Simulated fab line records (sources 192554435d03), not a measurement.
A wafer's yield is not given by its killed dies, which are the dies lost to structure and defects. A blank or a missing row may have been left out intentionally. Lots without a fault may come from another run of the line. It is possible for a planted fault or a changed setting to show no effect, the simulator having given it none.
Which tool is to blame? + flow n5 finfet + 36 wafers sampled from 12 lots at 1 step of a route of 1938

== WHAT THE GAUGES SHOWED, per wafer ==
N5_MOL_CONTACT_COAG_CD_MEAS_40 targets a cd of 25.1 nm.
| lot  | measured     | on        | cd nm (nm)        |
|------|--------------|-----------|-------------------|
| L075 | day 5 10:49  | cd sem-02 | 25.24 25.44 24.96 |
| L078 | day 6 05:11  | cd sem-03 | 24.91 25.03 25.12 |
| L079 | day 6 13:32  | cd sem-03 | 24.97 25.12 25.20 |
| L081 | day 6 21:16  | cd sem-03 | 25.25 24.96 25.15 |
| L083 | day 7 12:35  | cd sem-02 | 24.63 25.07 24.71 |
| L085 | day 8 00:01  | cd sem-03 | 25.23 25.12 25.34 |
| L087 | day 8 09:38  | cd sem-03 | 25.11 24.78 24.80 |
| L089 | day 8 19:13  | cd sem-02 | 25.07 24.82 24.90 |
| L091 | day 9 09:30  | cd sem-02 | 24.62 25.02 24.83 |
| L093 | day 9 20:08  | cd sem-03 | 24.91 25.11 25.24 |
| L095 | day 10 11:15 | cd sem-01 | 24.75 25.38 25.10 |
| L097 | day 11 00:19 | cd sem-02 | 25.43 25.39 25.17 |

== WHICH TOOL RAN EACH LOT (tool, then ch and the chambers of the sampled wafers, then the start) ==
The record holds no process step before these readings.

== THE ANSWER, worked out from the rows above alone ==
Rule: the lots themselves supply what counts as usual. The widest of any qualifying gaps counts: lots, ordered by their means at a reading, are off when they make up no more than a third of the lots, leave a main group of 4 or more, and stand apart from it by 3 or more times the standard deviation of that group's means. If all means in a main group match to the digits the tables above print for the reading, that group is not used. Also off: a lot with no number at a reading for which 4 or more lots have one. Any other lot the step has rows for is counted as sound.
Nothing can be told from this: no lot is off at any reading shown.

== WHAT THE SIMULATOR PUT IN ==
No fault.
